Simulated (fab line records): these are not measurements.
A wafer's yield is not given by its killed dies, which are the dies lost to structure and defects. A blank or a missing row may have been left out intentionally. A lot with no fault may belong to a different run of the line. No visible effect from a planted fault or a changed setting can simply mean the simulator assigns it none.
Split-lot study    flow n5-finfet    on a route of 1938 steps: 7 lots, 39 wafers read

== ABOUT THE SPLIT ==
At N5_STI_FIN_REVEAL_RECESS_09 (chemistry HF/NH3, target SiO2, afs cycles 11, target depth 42.5 nm, sublimation time 60 s), the setting target-depth-a was moved away from the recipe's 425 angstrom on 12 of the 39 wafers read, by -3.7% to +3.2%. All remaining wafers had this setting at the recipe value.

== FROM THE SPLIT TO THE READING: what the file shows between them, 3 steps ==
- N5_STI_FIN_REVEAL_STRIP_16: strips SiNx in H3PO4, target depth 23.8 nm
- N5_STI_FIN_REVEAL_PRECLEAN_17: cleans in NF3:NH3, afs cycles 1, time 20 s, sublimation time 60 s
- N5_STI_FIN_REVEAL_SRD_23: time 30 s

== THE READING ==
trench-depth-nm, in nm, at N5_STI_FIN_REVEAL_FIN_H_MEAS_10. A value of 52.0 nm with a standard deviation of 0.54 nm is what fault-free wafers of this fab line usually give.

wafer   tool, chamber at the split  target-depth-a as run, angstrom  against the recipe  trench-depth-nm, nm  against lot-mates on the recipe
L076.1  vapor-etch-01, 1,0,0        409.3                            -3.7%               49.3                 -2.0
L076.2  vapor-etch-01, 1,0,0        409.3                            -3.7%               49.1                 -2.2
L076.3  vapor-etch-01, 1,0,0        409.3                            -3.7%               49.6                 -1.7
L076.4  vapor-etch-01, 1,1,0        425                              recipe              51.3                 -
L076.5  vapor-etch-01, 1,1,0        425                              recipe              51.2                 -
L076.6  vapor-etch-01, 1,1,0        425                              recipe              51.5                 -
L077.1  vapor-etch-02, 0            425                              recipe              51.7                 -
L077.4  vapor-etch-02, 0            425                              recipe              52.4                 -
L077.6  vapor-etch-02, 0            425                              recipe              51.9                 -
L079.1  vapor-etch-01, 1,0,0,1,1,0  425                              recipe              52.4                 -
L079.2  vapor-etch-01, 1,0,0,1,1,0  425                              recipe              52.2                 -
L079.3  vapor-etch-01, 1,0,0,1,1,0  425                              recipe              52.7                 -
L079.4  vapor-etch-01, 1,0,0,1,1,0  425                              recipe              51.6                 -
L079.5  vapor-etch-01, 1,0,0,1,1,0  425                              recipe              52.0                 -
L079.6  vapor-etch-01, 1,0,0,1,1,0  425                              recipe              52.4                 -
L083.1  vapor-etch-02, 1,0,1,0,0,1  425                              recipe              52.3                 -
L083.2  vapor-etch-02, 1,0,1,0,0,1  425                              recipe              52.6                 -
L083.3  vapor-etch-02, 1,0,1,0,0,1  425                              recipe              52.2                 -
L083.4  vapor-etch-02, 1,0,1,0,0,1  425                              recipe              52.0                 -
L083.5  vapor-etch-02, 1,0,1,0,0,1  425                              recipe              52.4                 -
L083.6  vapor-etch-02, 1,0,1,0,0,1  425                              recipe              52.1                 -
L086.1  vapor-etch-01, 0,1,1        438.4                            +3.2%               54.2                 +1.6
L086.2  vapor-etch-01, 0,1,1        438.4                            +3.2%               53.6                 +1.0
L086.3  vapor-etch-01, 0,1,1        438.4                            +3.2%               53.9                 +1.3
L086.4  vapor-etch-01, 0,0,1        425                              recipe              52.6                 -
L086.5  vapor-etch-01, 0,0,1        425                              recipe              52.8                 -
L086.6  vapor-etch-01, 0,0,1        425                              recipe              52.5                 -
L093.1  vapor-etch-02, 0,0,1        416.9                            -1.9%               52.2                 -0.4
L093.2  vapor-etch-02, 1,1,0        425                              recipe              52.7                 -
L093.3  vapor-etch-02, 0,0,1        416.9                            -1.9%               51.4                 -1.2
L093.4  vapor-etch-02, 1,1,0        425                              recipe              52.6                 -
L093.5  vapor-etch-02, 0,0,1        416.9                            -1.9%               51.2                 -1.4
L093.6  vapor-etch-02, 1,1,0        425                              recipe              52.4                 -
L096.1  vapor-etch-02, 1,0,0        425                              recipe              53.0                 -
L096.2  vapor-etch-02, 0,1,1        417.3                            -1.8%               50.7                 -2.3
L096.3  vapor-etch-02, 1,0,0        425                              recipe              53.2                 -
L096.4  vapor-etch-02, 0,1,1        417.3                            -1.8%               52.0                 -1.0
L096.5  vapor-etch-02, 0,1,1        417.3                            -1.8%               51.9                 -1.1
L096.6  vapor-etch-02, 1,0,0        425                              recipe              52.9                 -
Where a row lists several chambers, the file gives one row for several wafers and doesn't say which wafer went through which chamber.

THE FIT
A straight line over all 39 wafers: trench-depth-nm changes by +0.61 nm for each +1% of target-depth-a; r = +0.86; the points scatter about the line by 0.55 nm.
The same after taking each lot's own level away (the mean of its wafers on the recipe; 39 wafers): +0.512 nm for each +1%; r = +0.91; scatter 0.35 nm.
According to that fit, moving target-depth-a by its largest amount changes the reading by 1.9 nm.
From 51.33 to 53.03 nm: that is the span of the lots' own levels, equal to 3.1 times the standard deviation above.
Thus the slope moves with the lot-to-lot level: the two fits are different.
Check: with one of the wafers moved furthest among these (-3.7%) left out of the fit, the line predicts -1.96 nm for it against its lot-mates. It came out at -2.03 nm against them.

== THE FILE'S OWN FIT ==
trench-depth-nm changes by +0.525 nm for each +1% of target-depth-a, r = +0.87.
